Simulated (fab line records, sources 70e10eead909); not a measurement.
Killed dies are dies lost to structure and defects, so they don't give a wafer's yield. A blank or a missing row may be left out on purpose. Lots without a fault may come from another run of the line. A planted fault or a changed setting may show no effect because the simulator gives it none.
fab line records | flow nand_harc
record lots=11 wafers=33 last_day=33
route steps=1302 shown P_M1@303 P_M2@325 END@1302
lots that met no fault: from a run of the same line without faults
start_h: hours from the record's first day to the start of the lot's first wafer shown | wait_h: hours since the lot's step before | " the same as in the row above | L1.1+2: a row that stands for several wafers | - no value, or no start given | * or withheld: withheld | < > ~ a bound
route shown NAME@n: a module of which the file shows steps, and the number in the route of the first | usual: mean/standard deviation of fault-free wafers | same: alike in all rows | chamber/n: place in a boat | sites: the reading at each site | _std_site: their standard deviation | _edge_site: outer sites' mean less inner sites' | radius_mm: how far each site lies from the wafer's centre | mask NAME#n: copy n | behind: the tool/chamber that last shaped the wafer | hold: why the lot was held/for how many hours/how that ended | device: the transistor (n, p or np) that didn't switch | end of line: the same wafers' tests at the end of the route | a step without rows: its recipe alone | killed: dies lost to structure and defects at the first sort, not the wafer's yield | map: a wafer's dies, x killed, . not, _ none there
set.NAME: the setting as run; set.NAME@STEP: as run at that earlier step | model.NAME: the simulator's own value behind a step, which no gauge read
steps of the route over a sample of lots; a table a step, a row a wafer
services: from which hour (start_h, from the record's first day; less than 0 if before it) a tool's chamber was out of use, for how many hours, and why
## steps
# step NHARC_P_M1_ETCH_28
# recipe target_depth_a=300 over_etch_frac=0.3 time_s=72.99 ion_energy_ev=150 cf4_flow_sccm=50 n2_flow_sccm=100 ar_flow_sccm=150 rf_w=300 bias_w=100 chemistry=CF4/N2
# usual drypump_motor_current_A=5.7/0.41 oes_product_au=1.004/0.0094 rf_vpp_V=314.4/2.4 showerhead_plenum_p_Torr=2.65/0.12 throttle_valve_pct=19.795/0.01
# columns lot.wafer tool chamber start_h wait_h drypump_motor_current_A oes_product_au rf_hours_counter_h rf_vpp_V showerhead_plenum_p_Torr throttle_valve_pct
L336.1 rie_diel-03 0 - - 5.1 0.999 1 311.9 2.51 19.811
L336.3 " 1 " " 6.1 1.005 1 312.2 2.49 19.770
L336.4 " 3 " " 6.0 0.995 1 317.1 2.81 19.792
L337.3 rie_diel-06 3 - - 5.9 1.000 0 314.1 2.60 19.798
L337.1 " 2 " " 5.1 1.003 1 316.3 2.80 19.797
L337.5 " 3 " " 5.9 1.004 - 313.5 2.60 19.805
L338.2 rie_diel-03 3 - - 6.1 0.996 3 318.2 2.80 19.817
L338.4 " 1 " " 6.0 1.009 3 313.4 2.49 19.809
L338.5 " 3 " " 6.1 0.999 - 317.8 2.80 19.776
L339.1 rie_diel-06 0 - - 5.2 0.996 2 312.5 2.57 19.789
L339.2 " 1 " " 5.8 0.998 2 315.4 2.71 19.802
L339.3 " 2 " " 5.1 1.000 2 317.4 2.80 19.794
L345.3 rie_diel-03 0 - - 5.1 1.010 6 311.1 2.51 19.790
L345.5 " 2 " " 5.9 1.030 - 316.7 2.78 19.790
L345.6 " 3 " " 6.1 0.982 - 317.3 2.80 19.789
L348.4 rie_diel-06 3 - - 6.0 0.998 9 314.0 2.60 19.798
L348.1 " 0 " " 5.3 0.990 9 313.1 2.56 19.783
L348.5 " 1 " " 5.7 0.999 - 316.3 2.71 19.796
L349.2 rie_diel-06 3 - - 6.0 0.997 10 313.2 2.60 19.791
L349.3 " 1 " " 5.7 1.005 10 314.8 2.71 19.809
L349.5 " 0 " " 5.3 0.994 - 312.9 2.56 19.796
L352.2 rie_diel-03 3 - - 6.1 1.007 0 317.7 2.80 19.788
L352.4 " 0 " " 5.2 1.000 0 312.6 2.51 19.800
L352.5 " 3 " " 6.1 1.003 - 316.6 2.80 19.799
L353.1 rie_diel-06 1 - - 5.7 0.999 16 315.3 2.71 19.784
L353.3 " 3 " " 6.0 1.008 15 313.9 2.60 19.809
L353.4 " 0 " " 5.3 1.018 15 314.1 2.56 19.803
L358.3 rie_diel-03 3 - - 6.1 0.998 5 318.0 2.80 19.789
L358.1 " 0 " " 5.1 1.004 5 311.5 2.51 19.791
L358.6 " 3 " " 6.1 0.998 - 317.6 2.80 19.778
L359.1 rie_diel-03 3 - - 6.1 0.997 5 317.1 2.80 19.798
L359.4 " 0 " " 5.2 1.004 6 312.1 2.51 19.801
L359.5 " 2 " " 5.9 0.997 - 316.9 2.78 19.767
# step NHARC_P_M2_EXPOSE_06
# recipe na=1.35 target_cd_nm=170 dose_mj=80.78 mask_id=P_M2
# usual exposure_dose_mJ_cm2=80.72/0.086 stage_vel_mm_s=499.98/0.27
# columns lot.wafer tool chamber start_h wait_h mask exposure_dose_mJ_cm2 stage_vel_mm_s
L336.1 arfi_scanner-01 0 130.65 - P_M2#0 80.54 499.59
L336.3 " 0 " " P_M2#0 80.76 499.99
L336.4 " 0 " " P_M2#0 80.59 500.07
L337.1 arfi_scanner-03 0 148.17 - P_M2#0 80.67 499.87
L337.3 " 0 " " P_M2#0 80.81 499.60
L337.5 " 0 " " P_M2#0 80.67 499.75
L338.2 arfi_scanner-03 0 157.81 - P_M2#0 80.77 500.19
L338.4 " 0 " " P_M2#0 80.75 499.99
L338.5 " 0 " " P_M2#0 80.74 500.15
L339.1 arfi_scanner-01 0 160.51 - P_M2#0 80.69 499.77
L339.2 " 0 " " P_M2#0 80.65 499.49
L339.3 " 0 " " P_M2#0 80.61 499.57
L345.3 arfi_scanner-01 0 221.79 - P_M2#0 80.75 499.94
L345.5 " 0 " " P_M2#0 80.82 500.04
L345.6 " 0 " " P_M2#0 80.81 500.22
L348.1 arfi_scanner-02 0 247.96 - P_M2#0 80.70 500.05
L348.4 " 0 " " P_M2#0 80.71 499.84
L348.5 " 0 " " P_M2#0 80.58 499.93
L349.2 arfi_scanner-01 0 259.06 - P_M2#0 80.95 499.83
L349.3 " 0 " " P_M2#0 80.85 500.20
L349.5 " 0 " " P_M2#0 80.88 499.81
L352.2 arfi_scanner-02 0 300.32 - P_M2#0 80.69 499.80
L352.4 " 0 " " P_M2#0 80.73 499.85
L352.5 " 0 " " P_M2#0 80.60 500.03
L353.1 arfi_scanner-02 0 303.95 - P_M2#0 80.76 500.02
L353.3 " 0 " " P_M2#0 80.79 500.02
L353.4 " 0 " " P_M2#0 80.71 500.25
L358.1 arfi_scanner-02 0 356.93 - P_M2#0 80.67 499.84
L358.3 " 0 " " P_M2#0 80.67 499.76
L358.6 " 0 " " P_M2#0 80.81 500.20
L359.1 arfi_scanner-03 0 369.37 - P_M2#0 80.71 499.92
L359.4 " 0 " " P_M2#0 80.68 499.71
L359.5 " 0 " " P_M2#0 80.88 499.98
# step NHARC_P_M2_OVL_MEAS_10
# recipe pitch_nm=340
# usual overlay_x_nm=0.1/0.79 overlay_y_nm=-0.1/0.99
# columns lot.wafer tool chamber start_h wait_h overlay_x_nm overlay_y_nm
L336.1 overlay-01 - 130.87 - -0.6 2.1
L336.3 " - " " -0.1 1.1
L336.4 " - " " -0.7 2.0
L337.1 overlay-01 - 148.40 - 0.8 -0.3
L337.3 " - " " 0.7 -0.9
L337.5 " - " " 0.0 -0.9
L338.2 overlay-01 - 158.04 - -0.2 -0.3
L338.4 " - " " 0.1 -0.3
L338.5 " - " " 0.7 0.0
L339.1 overlay-02 - 160.74 - -0.3 -1.3
L339.2 " - " " -0.2 -1.1
L339.3 " - " " -0.1 -1.5
L345.3 overlay-02 - 222.00 - 41.4 0.7
L345.5 " - " " 40.5 1.2
L345.6 " - " " 40.7 0.7
L348.1 overlay-01 - 248.18 - 0.3 0.2
L348.4 " - " " -0.6 0.7
L348.5 " - " " -0.3 0.5
L349.2 overlay-01 - 259.28 - 41.7 0.4
L349.3 " - " " 42.0 0.3
L349.5 " - " " 41.1 0.5
L352.2 overlay-01 - 300.54 - -1.1 -0.6
L352.4 " - " " -0.2 -0.1
L352.5 " - " " -1.0 -0.7
L353.1 overlay-02 - 304.18 - 0.0 -0.9
L353.3 " - " " -0.3 -0.9
L353.4 " - " " 0.2 -0.4
L358.1 overlay-01 - 357.16 - 1.2 -0.1
L358.3 " - " " 1.2 0.0
L358.6 " - " " 1.7 0.5
L359.1 overlay-01 - 369.60 - 1.1 -0.6
L359.4 " - " " 0.2 -0.7
L359.5 " - " " 1.0 -0.6
# step NHARC_P_M2_ETCH_35
# recipe target_depth_a=400 overetch_a=120 time_s=43.94 ion_energy_ev=200 n2_flow_sccm=150 h2_flow_sccm=150 ar_flow_sccm=0 rf_w=400 bias_w=150 chemistry=N2/H2
# usual drypump_motor_current_A=5.3/0.37 oes_product_au=1.003/0.012 rf_vpp_V=431/3.2 showerhead_plenum_p_Torr=2.05/0.11 throttle_valve_pct=14.172/0.0086
# columns lot.wafer tool chamber start_h wait_h drypump_motor_current_A oes_product_au rf_hours_counter_h rf_vpp_V showerhead_plenum_p_Torr throttle_valve_pct
L336.3 rie_diel-08 0 131.06 0.1 5.9 1.036 4.6 426 1.90 14.175
L336.1 " 2 " " 5.4 1.013 4.2 431 2.10 14.172
L336.4 " 3 " " 4.9 0.985 4.2 432 2.10 14.174
L337.3 rie_diel-07 3 148.59 0.1 5.3 0.994 0.9 435 2.19 14.167
L337.1 " 0 " " 5.4 0.983 1.1 427 1.93 14.182
L337.5 " 3 " " 5.3 0.987 - 435 2.19 14.182
L338.2 rie_diel-08 1 158.22 0.1 4.8 1.015 6.3 427 1.92 14.184
L338.4 " 3 " " 4.8 0.996 5.7 432 2.10 14.157
L338.5 " 2 " " 5.4 1.002 - 432 2.10 14.164
L339.3 rie_diel-01 1 160.93 0.1 4.9 1.019 5.8 434 2.15 14.171
L339.1 " 2 " " 5.8 0.997 6.2 428 1.92 14.170
L339.2 " 3 " " 4.8 0.996 6.4 436 2.20 14.177
L345.3 rie_diel-01 2 222.19 0.1 5.8 1.012 0.1 426 1.92 14.187
L345.5 " 1 " " 4.9 1.021 - 434 2.14 14.171
L345.6 " 2 " " 5.8 1.004 - 428 1.92 14.166
L348.4 rie_diel-08 1 248.38 0.1 4.9 0.987 5.3 426 1.92 14.180
L348.1 " 2 " " 5.4 0.997 4.6 433 2.10 14.163
L348.5 " 0 " " 5.9 1.024 - 426 1.90 14.185
L349.2 rie_diel-01 3 259.47 0.1 4.8 1.004 1.0 437 2.20 14.178
L349.3 " 0 " " 5.4 0.999 1.3 431 2.07 14.162
L349.5 " 3 " " 4.8 1.014 - 435 2.20 14.187
L352.4 rie_diel-08 2 300.72 0.1 5.4 1.002 8.7 433 2.10 14.176
L352.2 " 1 " " 4.8 0.988 9.8 426 1.92 14.180
L352.5 " 2 " " 5.4 1.001 - 433 2.10 14.159
L353.1 rie_diel-08 2 304.37 0.1 5.4 1.014 8.8 432 2.10 14.173
L353.3 " 3 " " 4.9 1.011 6.4 433 2.10 14.159
L353.4 " 0 " " 5.8 1.029 8.5 427 1.90 14.189
L358.3 rie_diel-07 3 357.36 0.1 5.3 1.012 2.8 435 2.19 14.174
L358.1 " 0 " " 5.4 0.984 3.7 429 1.93 14.173
L358.6 " 2 " " 5.9 0.997 - 434 2.16 14.170
L359.4 rie_diel-01 3 369.79 0.1 4.9 1.004 6.8 435 2.20 14.175
L359.1 " 0 " " 5.4 0.998 7.1 431 2.07 14.179
L359.5 " 2 " " 5.7 1.003 - 426 1.92 14.159
# step NHARC_P_M2_PRE_CLEAN_30
# recipe time_s=30 temp_c=280 gas=H2/He
# usual heater_power_w=393/25
# columns lot.wafer tool chamber start_h wait_h heater_power_w
L336.3 pvd_sputter-02 - - - 398
L336.1 " - " " 400
L336.4 " - " " 383
L337.1 pvd_sputter-02 - - - 385
L337.3 " - " " 404
L337.5 " - " " 412
L338.4 pvd_sputter-02 - - - 401
L338.2 " - " " 374
L338.5 " - " " 407
L339.3 pvd_sputter-03 - - - 432
L339.2 " - " " 403
L339.1 " - " " 387
L345.3 pvd_sputter-01 - - - 372
L345.6 " - " " 335
L345.5 " - " " 439
L348.1 pvd_sputter-02 - - - 374
L348.4 " - " " 388
L348.5 " - " " 407
L349.3 pvd_sputter-03 - - - 427
L349.2 " - " " 379
L349.5 " - " " 422
L352.2 pvd_sputter-01 - - - 374
L352.4 " - " " 332
L352.5 " - " " 371
L353.1 pvd_sputter-02 - - - 392
L353.3 " - " " 390
L353.4 " - " " 404
L358.3 pvd_sputter-03 - - - 370
L358.1 " - " " 408
L358.6 " - " " 379
L359.1 pvd_sputter-02 - - - 418
L359.4 " - " " 393
L359.5 " - " " 405
# step NHARC_END_SORT_01
# recipe temp_c=25
# usual defect_limited_yield=91.4/2.5 killed_at_array=54/17 killed_at_other=1.0/1.4 killed_at_periphery=3.6/2.1 killed_dies=58/17 killed_open=3.2/2 killed_short=2.5/1.5
# same gross_dies=677
# columns lot.wafer tool chamber start_h wait_h defect_limited_yield[%] killed_at_array killed_at_other killed_at_periphery killed_dies killed_open killed_short
L339.1 prober-01 0 578.88 2.5 92.6 47 0 3 50 5 2
L339.2 prober-01 0 579.69 2.8 95.3 29 0 3 32 1 4
L339.3 prober-01 0 580.50 3.1 92.3 45 0 7 52 2 2
L337.1 prober-02 0 578.92 2.5 92.2 49 1 3 53 3 1
L337.3 prober-02 0 580.53 3.1 92.6 46 0 4 50 4 1
L337.5 prober-02 0 582.15 3.7 90.3 56 3 7 66 7 1
# killed by level:class
L339.1 A_CHANNEL_HOLE_D2:chamber_film_flake=31 A_CHANNEL_HOLE_D1:chamber_film_flake=3 A_ONON_D1:geometric_particle:open=2 P_M0:chamber_film_flake=2 A_CONTACT:chamber_film_flake=2 A_CHANNEL_FILL_D2:chamber_film_flake=2 P_CONTACT:geometric_particle:open=1 A_DECK1_JOINT:geometric_particle:open=1
L337.1 A_SLIT:chamber_film_flake=22 A_CHANNEL_HOLE_D2:chamber_film_flake=14 A_CONTACT:chamber_film_flake=6 P_M1:chamber_film_flake=3 A_WL_FILL:chamber_film_flake=2 A_DECK1_JOINT:geometric_particle:short=1 A_ONON_D2:geometric_particle:open=1 A_CHANNEL_FILL_D2:geometric_particle:open=1
L339.2 A_CHANNEL_HOLE_D2:chamber_film_flake=10 A_CONTACT:chamber_film_flake=6 A_CHANNEL_HOLE_D1:chamber_film_flake=5 P_M0:chamber_film_flake=2 A_CHANNEL_HOLE_D1:geometric_particle:short=1 A_CHANNEL_FILL_D2:geometric_particle:short=1 A_WL_FILL:geometric_particle:short=1 A_WL_FILL:geometric_particle:open=1
L339.3 A_CHANNEL_HOLE_D2:chamber_film_flake=30 A_CONTACT:chamber_film_flake=6 P_M0:chamber_film_flake=5 A_CHANNEL_HOLE_D1:chamber_film_flake=2 A_CHANNEL_FILL_D1:chamber_film_flake=2 P_CONTACT:geometric_particle:open=1 A_ONON_D1:geometric_particle:open=1 A_CHANNEL_FILL_D2:geometric_particle:short=1
L337.3 A_SLIT:chamber_film_flake=21 A_CHANNEL_HOLE_D2:chamber_film_flake=10 A_CONTACT:chamber_film_flake=7 P_M1:chamber_film_flake=3 A_WL_FILL:chamber_film_flake=2 P_CONTACT:geometric_particle:open=1 A_CHANNEL_FILL_D2:geometric_particle:short=1 A_CONTACT:geometric_particle:open=1
L337.5 A_SLIT:chamber_film_flake=31 A_CHANNEL_HOLE_D2:chamber_film_flake=12 A_CONTACT:chamber_film_flake=4 THIN_TSV:chamber_film_flake=3 P_M0:geometric_particle:open=2 A_M0:geometric_particle:open=2 P_M1:chamber_film_flake=2 A_CHANNEL_FILL_D2:geometric_particle:short=1
## services
# columns tool chamber start_h hours kind
rie_diel-03 - 104.30 9.0 pm
arfi_scanner-01 - 115.63 2.3 repair
rie_diel-03 1 116.00 6.8 repair
rie_diel-06 0 120.10 3.5 repair
rie_diel-06 - 130.21 9.0 pm
pvd_sputter-02 - 132.29 10.0 pm
arfi_scanner-02 - 140.00 4.0 pm
rie_diel-03 1 169.93 6.0 repair
rie_diel-06 3 181.09 5.6 repair
rie_diel-03 3 184.88 14.9 repair
rie_diel-06 - 189.00 0.5 repair
rie_diel-08 - 190.80 9.0 pm
rie_diel-03 2 219.86 4.2 repair
rie_diel-03 0 230.78 4.5 repair
rie_diel-08 3 238.97 2.2 repair
rie_diel-03 0 252.70 7.2 repair
rie_diel-03 - 281.30 9.0 pm
rie_diel-03 2 302.23 9.1 repair
rie_diel-06 - 307.21 9.0 pm
pvd_sputter-02 - 310.29 10.0 pm
pvd_sputter-02 - 323.59 2.7 repair
pvd_sputter-02 - 343.67 7.9 repair
pvd_sputter-02 - 359.87 1.9 repair
rie_diel-08 - 367.80 9.0 pm
## key
first_sign step=NHARC_P_M2_OVL_MEAS_10 reading=overlay_x_nm direction=up sigmas=52 usual=0.1 struck=41.2
effect none on later readings
met_at NHARC_P_M2_EXPOSE_06
struck_lots L345,L349
not_acting_at NHARC_P_M1_ETCH_28,NHARC_P_M2_ETCH_35,NHARC_P_M2_PRE_CLEAN_30
onset_between 160.51 221.79
fault kind=scanner_matching_overlay tool=arfi_scanner-01 chamber=- onset_h=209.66 steps=NHARC_P_M2_EXPOSE_06 offset=41.134
